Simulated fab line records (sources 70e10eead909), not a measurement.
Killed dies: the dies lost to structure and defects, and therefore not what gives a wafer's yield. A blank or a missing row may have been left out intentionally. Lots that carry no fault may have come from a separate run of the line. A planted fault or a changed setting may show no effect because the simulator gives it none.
Comparing a struck lot with a sound one	flow nand-harc	13 steps out of a route of 1302
Sound: these wafers, L627.1, L627.5, L627.6. Wafers struck: L636.2, L636.4, L636.5. At the end, the cause is stated.
For every step that has rows: the tool of each side, followed by ch and its chambers, followed by its first start. Under that, the readings that differ: sound wafers	struck wafers	difference of the means	sigmas: that difference in standard deviations of wafers without a fault.
alike: readings whose means differ by less than 2 such deviations, and words and numbers that are the same on both sides. not compared: withheld readings, readings that some wafer has no value for, bounds like >300 that may hide the same value, and numbers for which the record gives no deviation and whose values overlap.
The two part at a step that has a row with sigmas, a row that says differs or no value, or rows on one side only. When numbers do not overlap yet have no deviation, they are printed without sigmas and do not part them. Lack of a reading on every wafer of one side parts them only where that side has two or more wafers.

first, 1 step without rows for these wafers: NHARC_A_SLIT_STRIP_28 (strips in O2/COS).
NHARC_A_SLIT_ETCH_29: etches the open film in CF4/O2, target depth 100 nm, overetch 10 nm, time 55 s.
  sound on rie-diel-08 ch 0,3, day 22 14:20; struck on rie-diel-08 ch 2,3, day 25 14:55
reading	sound	struck	difference	sigmas
throttle-valve-pct (%)	13.377 13.386 13.392	13.409 13.405 13.399	+0.019	+2
  alike: drypump-motor-current-A, mfc-ar-sccm, oes-product-au, rf-vpp-V, showerhead-plenum-p-Torr
  not compared: rf-hours-counter-h
NHARC_A_SLIT_STRIP_18: strips in O2.
  sound: rie-diel-08 ch 0,3; struck: rie-diel-08 ch 1,2
  alike: drypump-motor-current-A, mfc-ar-sccm, oes-product-au, rf-vpp-V, showerhead-plenum-p-Torr, throttle-valve-pct
  not compared: rf-hours-counter-h
then, 2 steps without rows for these wafers: NHARC_A_SLIT_PRECLEAN_19 (cleans in SC1); NHARC_A_SLIT_SRD_20.
NHARC_A_SLIT_CD_MEAS_21:
  sound on cd-sem-01 at day 22 14:52; struck on cd-sem-02 at day 25 15:31
  alike: cd-nm
then, 3 steps without rows for these wafers: NHARC_A_SIN_REMOVE_WET_00 (chemistry H3PO4, time 15300 s); NHARC_A_SIN_REMOVE_PRECLEAN_01 (cleans in SC1); NHARC_A_SIN_REMOVE_SRD_02.
NHARC_A_SIN_REMOVE_INSPECT_04:
  sound on defect-inspect-02 at day 22 21:32; struck on defect-inspect-02 at day 25 22:04
  alike: raw-defect-count
NHARC_A_WL_FILL_ALD_00: deposits Al2O3, target thk 3 nm, pulse time 3 s, ald cycles 30.
  sound on ald-hk-04 ch 1,2, day 22 21:36; struck on ald-hk-01 ch 0,2, day 25 22:08
reading	sound	struck	difference	sigmas
heater-power-w (W)	370 407 373	514 417 499	+93	+2
  alike: precursor-pulse-height-rel
NHARC_A_WL_FILL_RTA_01: time 5 s.
  struck on rtp-anneal-01, day 25 22:25; sound on rtp-anneal-01 ch 0, day 22 21:52
  no value came back on the struck wafers for any of 5 readings (anneal-temp-c-max, lamp-power-pct (%) and others); on the sound wafers anneal-temp-c-max reads 1003.5 1002.8 1002.5
NHARC_A_WL_FILL_ALD_02: deposits TiN, target thk 2 nm, pulse time 3 s, ald cycles 100.
  sound on ald-metal-04 ch 0,1, day 22 22:05; struck on ald-metal-03 ch 1,2,3, day 25 22:39
  alike: heater-power-w, precursor-pulse-height-rel

WHERE THEY PART
Earliest at NHARC_A_SLIT_ETCH_29; latest, in this record, at NHARC_A_WL_FILL_RTA_01. Later steps at which nothing parts them and some readings are alike: NHARC_A_WL_FILL_ALD_02.

WHY: whatever the simulator had introduced
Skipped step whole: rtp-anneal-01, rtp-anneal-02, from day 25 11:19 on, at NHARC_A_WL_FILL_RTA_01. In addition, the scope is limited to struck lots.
